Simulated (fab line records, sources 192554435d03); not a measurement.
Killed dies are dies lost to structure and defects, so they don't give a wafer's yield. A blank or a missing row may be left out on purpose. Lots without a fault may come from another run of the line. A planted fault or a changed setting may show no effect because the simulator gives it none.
A struck lot beside a sound one | flow n5_finfet | 14 steps out of a route of 1938
Sound: wafers L212.1, L212.2, L212.4. Struck: wafer L217.5. (L217.1, L217.6 of the same lot were not struck and are left out.) The cause comes at the end.
At each step with rows: each side's tool, then ch and its chambers, then its first start. Under that, the readings that differ: sound wafers | struck wafers | difference of the means | sigmas: that difference in standard deviations of wafers without a fault.
alike: readings whose means differ by less than 2 such deviations, and words and numbers that are the same on both sides. not compared: withheld readings, readings that some wafer has no value for, bounds like >300 that may hide the same value, and numbers for which the record gives no deviation and whose values overlap.
The two part at a step that has a row with sigmas, a row that says differs or no value, or rows on one side only. Numbers that don't overlap but have no deviation are shown without sigmas and don't part them. A reading that every wafer of one side lacks parts them only if that side has two wafers or more.

N5_HKMG_FIN_ETCHBACK_68: etches the open film in Cl2/Ar, stops on HfO2, target depth 0.5 nm.
  sound on rie_metal-01 ch 0,1, day 5 16:57; struck on rie_metal-03 ch 1, day 6 20:25
  alike: drypump_motor_current_A, oes_product_au, throttle_valve_pct
  not compared: rf_hours_counter_h
then, 1 step without rows for these wafers: N5_HKMG_FIN_STRIP_69 (strips in N2/H2, time 360 s).
N5_HKMG_FIN_ALD_21: deposits TiN, target thk 1.5 nm, pulse time 1 s, purge time 3 s.
  sound on ald_metal-04 ch 1,2,3, day 5 17:28; struck on ald_metal-02 ch 3, day 6 20:57
  alike: heater_power_outer_w, heater_power_w, precursor_pulse_height_rel
then, 1 step without rows for these wafers: N5_HKMG_FIN_ALD_72 (deposits W, target thk 2 nm, pulse time 1 s, purge time 2 s).
N5_HKMG_FIN_W_FILL_22: material W, target thk 60 nm, time 18.2 s.
  sound on cvd_w-02 ch 0,1, day 5 17:54; struck on cvd_w-02 ch 0, day 6 21:22
  alike: heater_power_outer_w, heater_power_w, throttle_valve_pct
then, 4 steps without rows for these wafers: N5_HKMG_FIN_PRECLEAN_83 (cleans in DIW, time 57.5 s); N5_HKMG_FIN_SRD_84 (dry time 32 s); N5_HKMG_FIN_CMP_23 (polishes, stops on SiNx, t overpolish 10 s, target thk 46.326 nm); N5_HKMG_FIN_CMP_94 (polishes, stops on SiNx, t overpolish 4.7 s, target thk 43.299 nm).
N5_HKMG_FIN_INSPECT_28: inspects for defects (darkfield).
  sound on defect_inspect-01, day 5 18:43; struck on defect_inspect-01, day 6 22:11
  alike: raw_defect_count
N5_GATE_CUT_ETCHBACK_00: etches W in SF6/Cl2.
  sound on rie_metal-03 ch 0,1, day 5 18:45; struck on rie_metal-03 ch 1, day 6 22:13
  alike: SF6_flow_sccm, drypump_motor_current_A, oes_product_au, throttle_valve_pct
  not compared: rf_hours_counter_h
N5_GATE_CUT_ETCH_56: etches TiN in Cl2/Ar, target depth 21.6 nm.
  sound on rie_metal-03 ch 0,1, day 5 18:52; struck on rie_metal-03 ch 1, day 6 22:20
  reading                  | sound             | struck | difference | sigmas
  rf_fwd_power_W (W)       | 597.1 594.8 594.6 | 741.5  | +146.0     | +61
  model.etch.depth_nm (nm) | 22.49 21.48 21.52 | 26.81  | +4.98      |
  alike: drypump_motor_current_A, oes_product_au, throttle_valve_pct
  not compared: rf_hours_counter_h
N5_GATE_CUT_ETCHBACK_30: etches TiN in Cl2/Ar, target depth 3 nm.
  sound on rie_metal-03 ch 0,1, day 5 18:58; struck on rie_metal-03 ch 1, day 6 22:26
  alike: drypump_motor_current_A, oes_product_au, throttle_valve_pct
  not compared: rf_hours_counter_h
-- the record jumps here: 4 days lie between the struck wafers' starts before and after (it left off in module GATE_CUT and takes up again in module BEOL_M4, whose first step shown is number 1111 of the route) --
N5_BEOL_M4_RC_MEAS_101:
  sound on prober-01 ch 0, day 9 11:46; struck on prober-02 ch 0, day 11 01:06
  reading       | sound          | struck | difference | sigmas
  DIBL_N (mV/V) | 35.7 36.6 34.1 | 31.9   | -3.6       | -2
  alike: DIBL_P, IOFF_N, IOFF_P, ION_N, ION_P, SS_N, SS_P, VT_N, VT_P

WHERE THEY PART
First at N5_GATE_CUT_ETCH_56; last, within this record, at N5_BEOL_M4_RC_MEAS_101.

WHY: what the simulator had put in
Process parameter drift: rie_metal-03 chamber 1, from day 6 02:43 on, at N5_GATE_CUT_ETCH_56. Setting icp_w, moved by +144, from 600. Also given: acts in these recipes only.
